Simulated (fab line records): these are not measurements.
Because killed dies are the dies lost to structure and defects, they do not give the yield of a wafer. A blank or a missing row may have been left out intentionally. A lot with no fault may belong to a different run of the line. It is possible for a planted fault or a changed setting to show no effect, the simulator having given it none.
fab line records    flow nand-harc
record: lots: 7  wafers: 21  last-day: 33
route steps=1302 shown P_STI@109 P_GATE@110
lots that met no fault: from a run of the same line without faults
start-h: hours from the record's first day to the start of the lot's first wafer shown    wait-h: time in hours since the lot's previous step    " identical to the entry in the row above    L1.1+2: several wafers, shown together as one row    - no value present, or no start provided    * or withheld: withheld    < > ~ a bound
route shown NAME@n: a module of which the file shows steps, and the number in the route of the first    usual: average and standard deviation across the fault-free wafers    same: alike in all rows    chamber/n: place in a boat    sites: the reading at each site    _std_site: their standard deviation    _edge_site: inner sites' mean taken away from outer sites' mean    radius-mm: how far each site lies from the wafer's centre    mask NAME#n: copy n    behind: the most recent tool/chamber to have shaped the wafer    hold: what put the lot on hold/how long, in hours/how the hold closed    device: transistor that didn't switch, given as n, p or np    end of line: the tests these same wafers got at the end of their route    where a step has no rows: the recipe by itself    killed: dies lost to structure and defects at the first sort, not the wafer's yield    map: a wafer's dies, marking killed ones x, the rest . and places with no die _
set.NAME: the setting that was run; set.NAME@STEP: the one run at that earlier step    model.NAME: the simulator's own value behind a step, which no gauge read
a table for each step, a row for each wafer; lots at some steps of the route
services: from which hour (start-h, from the record's first day; less than 0 if before it) a tool's chamber was out of use, for how many hours, and why
== steps ==
step: NHARC_P_STI_INSPECT_25
usual: raw-defect-count: 223/70
lot.wafer  tool               chamber  start-h  wait-h  raw-defect-count
L149.2     defect-inspect-02  -        132.95   0.4     201
L149.3     "                  -        "        "       167
L149.5     "                  -        "        "       254
L152.4     defect-inspect-01  -        159.89   0.4     352
L152.5     "                  -        "        "       155
L152.6     "                  -        "        "       294
L158.1     defect-inspect-01  -        219.67   0.4     133
L158.4     "                  -        "        "       147
L158.6     "                  -        "        "       217
L157.2     defect-inspect-02  -        219.68   0.4     118
L157.3     "                  -        "        "       105
L157.6     "                  -        "        "       195
L159.1     defect-inspect-01  -        234.50   0.4     218
L159.4     "                  -        "        "       359
L159.5     "                  -        "        "       315
L160.1     defect-inspect-01  -        241.20   0.4     204
L160.3     "                  -        "        "       240
L160.6     "                  -        "        "       268
L166.1     defect-inspect-01  -        301.93   0.4     192
L166.2     "                  -        "        "       241
L166.4     "                  -        "        "       344
step: NHARC_P_GATE_ETCH_69
recipe: target-depth-a: 140  chemistry: dHF  material: SiO2
step: NHARC_P_GATE_PRECLEAN_70
recipe: time-s: *  temp-c: 50  bath-age-min: 0  chemistry: SC1
step: NHARC_P_GATE_SRD_01
step: NHARC_P_GATE_OXIDE_02
recipe: target-thk-a: 375  temp-c: 950  p-h2o-torr: 720  ox-time-s: 365  material: SiO2
step: NHARC_P_GATE_DEHYDRATE_03
recipe: temp-c: 150  time-s: 120
step: NHARC_P_GATE_HMDS_04
recipe: time-s: 30
step: NHARC_P_GATE_COAT_05
recipe: spin-rpm: 4690
step: NHARC_P_GATE_SOFTBAKE_06
recipe: temp-c: 122  time-s: 95
step: NHARC_P_GATE_EBR_07
step: NHARC_P_GATE_EXPOSE_08
recipe: na: 0.6  dose-mj: 16.75  mask-id: P_HV
step: NHARC_P_GATE_PEB_09
recipe: peb-temp-c: 118  peb-time-s: 85
step: NHARC_P_GATE_DEVELOP_10
recipe: time-s: 70
usual: chill-plate-temp-C: 23.00/0.12  exhaust-pa: 45.2/0.82
lot.wafer  tool            chamber  start-h  wait-h  chill-plate-temp-C  exhaust-pa
L149.2     litho-track-03  0        142      -       23.08               46.6
L149.3     "               0        "        "       22.93               46.2
L149.5     "               0        "        "       23.18               44.0
L152.4     litho-track-02  0        168      -       22.99               46.3
L152.5     "               0        "        "       23.09               45.1
L152.6     "               0        "        "       22.96               44.1
L158.1     litho-track-05  0        228      -       22.86               45.0
L158.4     "               0        "        "       23.08               45.1
L158.6     "               0        "        "       22.99               44.6
L157.2     litho-track-03  -        228      -       -                   -
L157.3     "               -        "        "       -                   -
L157.6     "               -        "        "       -                   -
L159.1     litho-track-02  -        244      -       -                   -
L159.4     "               -        "        "       -                   -
L159.5     "               -        "        "       -                   -
L160.1     litho-track-03  -        249      -       -                   -
L160.3     "               -        "        "       -                   -
L160.6     "               -        "        "       -                   -
L166.1     litho-track-03  0        313      -       23.07               43.9
L166.2     "               0        "        "       22.86               45.1
L166.4     "               0        "        "       22.81               43.9
== services ==
tool            chamber  start-h  hours  kind
litho-track-05  -        124.02   7.0    pm
litho-track-02  -        227.00   7.0    pm
litho-track-03  -        275.00   7.0    pm
litho-track-05  -        299.02   7.0    pm
== key ==
first-sign: step: NHARC_P_GATE_DEVELOP_10  reading: tool-record  direction: missing
effect none on later readings
met-at NHARC_P_GATE_DEVELOP_10
struck-wafers L157.2,L157.3,L157.6,L159.1,L159.4,L159.5,L160.1,L160.3,L160.6
later-rows-left-out L157.2,L157.3,L157.6,L159.1,L159.4,L159.5,L160.1,L160.3,L160.6
sort-left-out L157.2,L157.3,L157.6,L159.1,L159.4,L159.5,L160.1,L160.3,L160.6
tester-left-out L157,L159,L160
fault: kind: skipped-step-whole  tool: litho-track-02,litho-track-03  chamber: -  onset-h: 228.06  steps: NHARC_P_GATE_DEVELOP_10  scope: struck-lots-only
tester-left-out: of these lots the tester's yield and bins aren't shown, on N5 and GAA mostly nor the transistor test; their killed dies are dies lost to structure and defects alone, not to doping, threshold or leakage, so they don't give the yield
sort-left-out: the simulated sort isn't trusted on such a fault, so these wafers' sort isn't shown, and their yield isn't known
later-rows-left-out: the simulator's readings of these wafers behind a module that went badly wrong aren't trusted and aren't shown, but for the sort
